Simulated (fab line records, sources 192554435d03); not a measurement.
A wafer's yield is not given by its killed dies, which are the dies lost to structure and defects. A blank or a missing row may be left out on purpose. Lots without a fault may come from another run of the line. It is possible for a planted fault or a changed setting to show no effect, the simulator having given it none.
Matching of chambers | flow n5 finfet | rie diel-01 running N5_BEOL_M6_ETCH_65: 4 sister chambers
The step etches SiARC in CF4, target depth 15.6 nm, time 26 s. 4 wafers are shown with their chamber, then 9 later ones without.

## WAFERS, EACH WITH ITS CHAMBER
wafer  | chamber | drypump motor current A (A)
L081.3 | 2       | 6.4
L083.5 | 3       | 5.3
L088.5 | 0       | 5.5
L088.6 | 1       | 6.1

## WAFERS WITHOUT THEIR CHAMBER
wafer  | drypump motor current A (A)
L090.1 | 5.3
L090.2 | 5.5
L090.6 | 5.5
L095.2 | 6.1
L095.4 | 5.3
L095.5 | 5.5
L097.1 | 5.3
L097.4 | 5.4
L097.6 | 6.4

## WHICH CHAMBER EACH ONE RAN IN
wafer  | from the rows above     | in truth
L090.1 | 3                       | 3
L090.2 | 0                       | 0
L090.6 | 0                       | 0
L095.2 | 1                       | 1
L095.4 | 3                       | 3
L095.5 | 0                       | 0
L097.1 | 3                       | 3
L097.4 | can't be placed: 0 or 3 | 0
L097.6 | 2                       | 2
Correct placement for 8 of the 9. Cannot be placed on the basis of these rows: 1; the candidates contain the true chamber in 1. Number placed wrongly: 0.
How it was worked out, from the rows above alone: a wafer's distance from a chamber is the root of the sum, over the readings, of the square of ((its reading less the chamber's mean) divided by the reading's scatter). If the next closest chamber is less than 2 further off than the closest, the wafer can't be placed; otherwise it belongs to the closest. For every chamber, the mean is computed from those of its wafers that are shown. The scatter: with one shown wafer a chamber, the root of the mean of the squares of how far each hidden wafer lies from its nearest shown one.
